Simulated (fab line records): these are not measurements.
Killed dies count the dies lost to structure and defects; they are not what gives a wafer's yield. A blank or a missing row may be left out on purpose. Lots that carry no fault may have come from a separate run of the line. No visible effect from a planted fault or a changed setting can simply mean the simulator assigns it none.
Struck lot and sound lot, side by side | flow n5-finfet | 15 out of 1938 route steps
Sound: these wafers, L204.4, L204.5, L204.6. Wafers L207.2, L207.3, L207.4 were the ones struck. The cause comes at the end.
For every step that has rows: the tool of each side, followed by ch and its chambers, followed by its first start. Under that, the readings that differ: sound wafers | struck wafers | difference of the means | sigmas: that difference in standard deviations of wafers without a fault.
alike: readings with means less than 2 such deviations apart, plus words and numbers identical on both sides. not compared: withheld readings, readings lacking a value on some wafer, bounds such as >300 that could conceal the same value, and numbers that have no deviation in the record and whose values overlap.
A row with sigmas, a row that says differs or no value, or rows on one side alone: a step with any of these is where the two part. When numbers do not overlap yet have no deviation, they are printed without sigmas and do not part them. A reading missing from all wafers of one side parts the sides only when that side holds two or more wafers.

first, 4 steps without rows for these wafers: N5_BEOL_M5_CURE_80 (cures SiCOH lowk, time 120 s); N5_BEOL_M5_DEGAS_44 (time 60 s); N5_BEOL_M5_PRE_CLEAN_45 (time 30 s); N5_BEOL_M5_ALD_86 (deposits TaN, pulse time 2 s, purge time 3 s, co reactant purge time 2 s).
N5_BEOL_M5_SURFACE_TREAT_87:
  struck on pvd-sputter-01, day 8 23:20; sound on pvd-sputter-03, day 8 06:29
  not compared: throttle-valve-pct
then, 1 step without rows for these wafers: N5_BEOL_M5_CVD_47 (deposits Co from CCTBA/H2, target thk 3 nm, time 216 s).
N5_BEOL_M5_SPUTTER_48: material Cu, target thk 15 nm, time 27.62 s.
  struck on pvd-sputter-01, day 8 23:35; sound on pvd-sputter-03, day 8 06:56
  reading                | sound          | struck         | difference | sigmas
  throttle-valve-pct (%) | 30.9 30.3 30.6 | 29.4 29.0 28.9 | -1.5       | -2
  alike: chamber-pressure-pa, chuck-gas-flow-sccm, substrate-temp-c
then, 1 step without rows for these wafers: N5_BEOL_M5_ANNEAL_49 (time 1800 s).
N5_BEOL_M5_SPUTTER_81: material Cu, target thk 15 nm, time 27.62 s.
  struck on pvd-sputter-01, day 9 00:40; sound on pvd-sputter-03, day 8 08:02
  reading                | sound          | struck         | difference | sigmas
  throttle-valve-pct (%) | 31.2 30.4 30.1 | 29.5 29.2 28.6 | -1.5       | -2
  alike: chamber-pressure-pa, chuck-gas-flow-sccm, substrate-temp-c
N5_BEOL_M5_ANNEAL_82: time 1800 s.
  struck on pvd-sputter-01, day 9 00:45; sound on pvd-sputter-03, day 8 08:07
  alike: heater-power-w, susceptor_temp_C_max
then, 2 steps without rows for these wafers: N5_BEOL_M5_SPUTTER_83 (material Cu, target thk 15 nm, time 27.62 s); N5_BEOL_M5_ANNEAL_84 (time 1800 s).
N5_BEOL_M5_SPUTTER_88: material Cu, target thk 15 nm, time 27.62 s.
  struck on pvd-sputter-01, day 9 02:51; sound on pvd-sputter-03, day 8 11:44
  no value came back on the struck wafers for chamber-pressure-pa (Pa), chuck-gas-flow-sccm (sccm), substrate-temp-c (C), throttle-valve-pct (%); on the sound wafers chamber-pressure-pa (Pa) reads 0.07008 0.0699 0.06988
N5_BEOL_M5_ANNEAL_89: time 1800 s.
  struck on pvd-sputter-01, day 9 02:56; sound on pvd-sputter-03, day 8 11:49
  alike: heater-power-w, susceptor_temp_C_max
-- here the record skips 4 days between the struck wafers' starts before and after, leaving off in module BEOL_M5 and picking up in module PASSIVATION (first step shown: number 1936 of the route) --
N5_PASSIVATION_PROBE_49:
  struck on prober-01, day 12 22:04; sound on prober-01, day 12 12:10
  reading             | sound     | struck   | difference | sigmas
  killed_at_M4_up     | 16 10 16  | 33 45 37 | +24        | +5
  killed-at-front-end | 69 43 61  | 23 33 27 | -30        | -3
  killed-open         | 77 80 100 | 51 60 55 | -30        | -3
  alike: defect-limited-yield, killed_at_M0_to_M3, killed-at-contacts, killed-at-other, killed-dies, killed-short, sort_bin_4_leakage, sort_bin_5_function, sort_bin_6_memory, sort_bin_8_speed, sort-n-pass, sort-yield-pct

WHERE THEY PART
At N5_BEOL_M5_SPUTTER_48 first; at N5_PASSIVATION_PROBE_49 last (within this record only).

WHY: the cause the simulator had injected
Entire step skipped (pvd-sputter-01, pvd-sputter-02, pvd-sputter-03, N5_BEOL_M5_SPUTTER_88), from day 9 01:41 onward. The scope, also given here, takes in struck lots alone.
